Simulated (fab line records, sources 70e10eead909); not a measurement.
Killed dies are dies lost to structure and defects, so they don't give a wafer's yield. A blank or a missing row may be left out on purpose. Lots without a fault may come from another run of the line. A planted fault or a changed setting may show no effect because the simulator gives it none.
Chamber matching | flow nand_harc | NHARC_P_BONDPAD_CMP_32 on cmp-04: 4 sister chambers
The step polishes SiCN, target thk 200 nm. 8 wafers are shown with their chamber, then 8 later ones without.

WAFERS WITH THEIR CHAMBER
wafer  | chamber | motor_current_A (A)
L079.3 | 2       | 10.9
L083.3 | 0       | 12.0
L083.5 | 0       | 11.6
L083.6 | 3       | 13.8
L093.1 | 2       | 10.8
L093.4 | 3       | 12.8
L093.5 | 1       | 11.4
L094.1 | 1       | 11.8

WAFERS WITHOUT THEIR CHAMBER
wafer  | motor_current_A (A)
L094.3 | 11.8
L094.5 | 13.0
L095.2 | 11.4
L095.4 | 11.9
L095.5 | 11.3
L097.2 | 11.0
L097.3 | 10.4
L097.6 | 10.9

WHICH CHAMBER EACH WENT THROUGH
wafer  | from the rows above          | in truth
L094.3 | can't be placed: 0 or 1      | 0
L094.5 | 3                            | 3
L095.2 | can't be placed: 1 or 0 or 2 | 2
L095.4 | can't be placed: 0 or 1      | 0
L095.5 | can't be placed: 1 or 2 or 0 | 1
L097.2 | can't be placed: 2 or 1 or 0 | 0
L097.3 | can't be placed: 2 or 1      | 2
L097.6 | can't be placed: 2 or 1      | 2
Placed correctly: 1 of 8. Can't be placed from these rows: 7 (the true chamber is among the candidates in 7). Placed wrongly: 0.
How it was worked out, from the rows above alone: a wafer's distance from a chamber is the root of the sum, over the readings, of the square of ((its reading less the chamber's mean) divided by the reading's scatter). The wafer belongs to the nearest chamber; if the next one is less than 2 further off, it can't be placed. A chamber's mean is the mean of its shown wafers. The scatter: the root of (the sum of the squares of (reading less its chamber's mean) over the shown wafers, divided by (wafers less chambers)).
